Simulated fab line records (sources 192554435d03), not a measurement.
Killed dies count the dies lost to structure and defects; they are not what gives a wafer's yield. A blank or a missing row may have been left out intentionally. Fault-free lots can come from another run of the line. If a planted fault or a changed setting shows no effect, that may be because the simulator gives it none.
Split-lot experiment :: flow n5Finfet :: 21 wafers read from 7 lots, route of 1938 steps

== ABOUT THE SPLIT ==
At N5_BEOL_M9_COAT_05 (resist thk 90 nm), the setting spinRpm was moved away from the recipe's 1500 rpm on 11 of the 21 wafers read, by -7.3% to +11.3%. All remaining wafers had this setting at the recipe value.

== FROM THE SPLIT TO THE READING: what the file shows between them, 5 steps ==
- N5_BEOL_M9_EBR_07
- N5_BEOL_M9_SOFTBAKE_06: time 60 s
- N5_BEOL_M9_EXPOSE_08: exposes mask M9
- N5_BEOL_M9_PEB_09: peb time 60 s
- N5_BEOL_M9_DEVELOP_10: develop time 30 s

== THE READING ==
CAR-ArF_of_BEOL_M9_COAT_05.thkNm (the simulator's own value, which no gauge read), in nm, at N5_BEOL_M9_DESCUM_16 (chemistry O2, time 7.9 s). No usual value for it is given in the file. Here, 10 wafers ran the recipe; their average is 83.7 nm with a standard deviation of 0.24 nm.

wafer: L074.4
tool, chamber at the split: lithoTrack-05, 0
spinRpm as run, rpm: 1572
against the recipe: +4.8%
CAR-ArF_of_BEOL_M9_COAT_05.thkNm, nm: 81.6
against lot-mates on the recipe: -2.4

wafer: L074.5
tool, chamber at the split: lithoTrack-05, 0
spinRpm as run, rpm: 1572
against the recipe: +4.8%
CAR-ArF_of_BEOL_M9_COAT_05.thkNm, nm: 81.8
against lot-mates on the recipe: -2.2

wafer: L074.6
tool, chamber at the split: lithoTrack-05, 0
spinRpm as run, rpm: 1500
against the recipe: recipe
CAR-ArF_of_BEOL_M9_COAT_05.thkNm, nm: 84
against lot-mates on the recipe: -

wafer: L078.3
tool, chamber at the split: lithoTrack-05, 0
spinRpm as run, rpm: 1500
against the recipe: recipe
CAR-ArF_of_BEOL_M9_COAT_05.thkNm, nm: 84
against lot-mates on the recipe: -

wafer: L078.4
tool, chamber at the split: lithoTrack-05, 0
spinRpm as run, rpm: 1500
against the recipe: recipe
CAR-ArF_of_BEOL_M9_COAT_05.thkNm, nm: 83.4
against lot-mates on the recipe: -

wafer: L078.6
tool, chamber at the split: lithoTrack-05, 0
spinRpm as run, rpm: 1500
against the recipe: recipe
CAR-ArF_of_BEOL_M9_COAT_05.thkNm, nm: 83.6
against lot-mates on the recipe: -

wafer: L083.3
tool, chamber at the split: lithoTrack-02, 0
spinRpm as run, rpm: 1619
against the recipe: +7.9%
CAR-ArF_of_BEOL_M9_COAT_05.thkNm, nm: 80.4
against lot-mates on the recipe: -3.2

wafer: L083.4
tool, chamber at the split: lithoTrack-02, 0
spinRpm as run, rpm: 1619
against the recipe: +7.9%
CAR-ArF_of_BEOL_M9_COAT_05.thkNm, nm: 80.2
against lot-mates on the recipe: -3.4

wafer: L083.5
tool, chamber at the split: lithoTrack-02, 0
spinRpm as run, rpm: 1500
against the recipe: recipe
CAR-ArF_of_BEOL_M9_COAT_05.thkNm, nm: 83.6
against lot-mates on the recipe: -

wafer: L085.2
tool, chamber at the split: lithoTrack-05, 0
spinRpm as run, rpm: 1625
against the recipe: +8.3%
CAR-ArF_of_BEOL_M9_COAT_05.thkNm, nm: 80.2
against lot-mates on the recipe: -3.4

wafer: L085.6
tool, chamber at the split: lithoTrack-05, 0
spinRpm as run, rpm: 1625
against the recipe: +8.3%
CAR-ArF_of_BEOL_M9_COAT_05.thkNm, nm: 80.2
against lot-mates on the recipe: -3.4

wafer: L085.3
tool, chamber at the split: lithoTrack-05, 0
spinRpm as run, rpm: 1500
against the recipe: recipe
CAR-ArF_of_BEOL_M9_COAT_05.thkNm, nm: 83.6
against lot-mates on the recipe: -

wafer: L088.1
tool, chamber at the split: lithoTrack-02, 0
spinRpm as run, rpm: 1669
against the recipe: +11.3%
CAR-ArF_of_BEOL_M9_COAT_05.thkNm, nm: 79.4
against lot-mates on the recipe: -4.4

wafer: L088.2
tool, chamber at the split: lithoTrack-02, 0
spinRpm as run, rpm: 1500
against the recipe: recipe
CAR-ArF_of_BEOL_M9_COAT_05.thkNm, nm: 83.8
against lot-mates on the recipe: -

wafer: L088.5
tool, chamber at the split: lithoTrack-02, 0
spinRpm as run, rpm: 1669
against the recipe: +11.3%
CAR-ArF_of_BEOL_M9_COAT_05.thkNm, nm: 79.6
against lot-mates on the recipe: -4.2

wafer: L091.1
tool, chamber at the split: lithoTrack-02, 0
spinRpm as run, rpm: 1390
against the recipe: -7.3%
CAR-ArF_of_BEOL_M9_COAT_05.thkNm, nm: 87
against lot-mates on the recipe: +3.2

wafer: L091.3
tool, chamber at the split: lithoTrack-02, 0
spinRpm as run, rpm: 1500
against the recipe: recipe
CAR-ArF_of_BEOL_M9_COAT_05.thkNm, nm: 83.8
against lot-mates on the recipe: -

wafer: L091.4
tool, chamber at the split: lithoTrack-02, 0
spinRpm as run, rpm: 1500
against the recipe: recipe
CAR-ArF_of_BEOL_M9_COAT_05.thkNm, nm: 83.8
against lot-mates on the recipe: -

wafer: L092.4
tool, chamber at the split: lithoTrack-05, 0
spinRpm as run, rpm: 1626
against the recipe: +8.4%
CAR-ArF_of_BEOL_M9_COAT_05.thkNm, nm: 80.4
against lot-mates on the recipe: -2.8

wafer: L092.5
tool, chamber at the split: lithoTrack-05, 0
spinRpm as run, rpm: 1500
against the recipe: recipe
CAR-ArF_of_BEOL_M9_COAT_05.thkNm, nm: 83.2
against lot-mates on the recipe: -

wafer: L092.6
tool, chamber at the split: lithoTrack-05, 0
spinRpm as run, rpm: 1626
against the recipe: +8.4%
CAR-ArF_of_BEOL_M9_COAT_05.thkNm, nm: 80.2
against lot-mates on the recipe: -3.0

THE FIT
A straight line over all 21 wafers: CAR-ArF_of_BEOL_M9_COAT_05.thkNm changes by -0.405 nm for each +1% of spinRpm; r = -0.99; the points scatter about the line by 0.24 nm.
The same after taking each lot's own level away (the mean of its wafers on the recipe; 21 wafers): -0.396 nm for each +1%; r = -0.99; scatter 0.25 nm.
Per that fit: largest spinRpm move, reading shift of 4.5 nm.
The lots' own levels span 83.20 to 84.00 nm, that is 3.3 times the standard deviation above.
The two slopes are in agreement: the lot-to-lot level therefore moves the slope only a little.
Check: for one of the wafers moved furthest among these (+11.3%), held out of the fit, the line's prediction against its lot-mates is -4.46 nm. Against them it came out at -4.4 nm.

== ADDITIONAL SPLITS CARRIED BY THESE WAFERS ==
Before the reading, these wafers also passed through other splits. Each is held against what the fit with the lots' levels taken away leaves over:
other split on the same wafers: N5_BEOL_M3_COAT_05 spinRpm
wafers away from the commonest value: 3
r with CAR-ArF_of_BEOL_M9_COAT_05.thkNm (lot level and that fit taken away): -0.47

other split on the same wafers: N5_BEOL_M3_SPUTTER_48 timeS
wafers away from the commonest value: 6
r with CAR-ArF_of_BEOL_M9_COAT_05.thkNm (lot level and that fit taken away): -0.17

other split on the same wafers: N5_BEOL_M3_SPUTTER_86 timeS
wafers away from the commonest value: 7
r with CAR-ArF_of_BEOL_M9_COAT_05.thkNm (lot level and that fit taken away): -0.30

other split on the same wafers: N5_BEOL_M5_PECVD_70 tempC
wafers away from the commonest value: 7
r with CAR-ArF_of_BEOL_M9_COAT_05.thkNm (lot level and that fit taken away): +0.05

other split on the same wafers: N5_BEOL_M6_ETCH_66 biasW
wafers away from the commonest value: 6
r with CAR-ArF_of_BEOL_M9_COAT_05.thkNm (lot level and that fit taken away): +0.13

other split on the same wafers: N5_BEOL_M7_COAT_71 spinRpm
wafers away from the commonest value: 7
r with CAR-ArF_of_BEOL_M9_COAT_05.thkNm (lot level and that fit taken away): +0.17

other split on the same wafers: N5_BEOL_M7_DESCUM_33 timeS
wafers away from the commonest value: 8
r with CAR-ArF_of_BEOL_M9_COAT_05.thkNm (lot level and that fit taken away): +0.30

other split on the same wafers: N5_BEOL_M9_COAT_60 spinRpm
wafers away from the commonest value: 7
r with CAR-ArF_of_BEOL_M9_COAT_05.thkNm (lot level and that fit taken away): +0.52

== THE WHOLE CHAIN: every reading that the file lists as answering this split, in the file's order ==
step: N5_BEOL_M9_COAT_05
what it does: resist thk 90 nm
reading: CAR-ArF_of_BEOL_M9_COAT_05.thkNm (the simulator's own value, which no gauge read)
change (the file's fit): -0.409 nm for each +1% of the setting
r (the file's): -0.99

step: N5_BEOL_M9_DEVELOP_10
what it does: develop time 30 s
reading: CAR-ArF_of_BEOL_M9_COAT_05.thkNm (the simulator's own value, which no gauge read)
change (the file's fit): -0.421 nm for each +1% of the setting
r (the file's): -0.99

step: N5_BEOL_M9_DESCUM_16
what it does: chemistry O2, time 7.9 s
reading: CAR-ArF_of_BEOL_M9_COAT_05.thkNm (the simulator's own value, which no gauge read)
change (the file's fit): -0.398 nm for each +1% of the setting
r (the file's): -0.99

== FILE'S OWN FIT ==
CAR-ArF_of_BEOL_M9_COAT_05.thkNm changes by -0.398 nm for each +1% of spinRpm, r = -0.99.
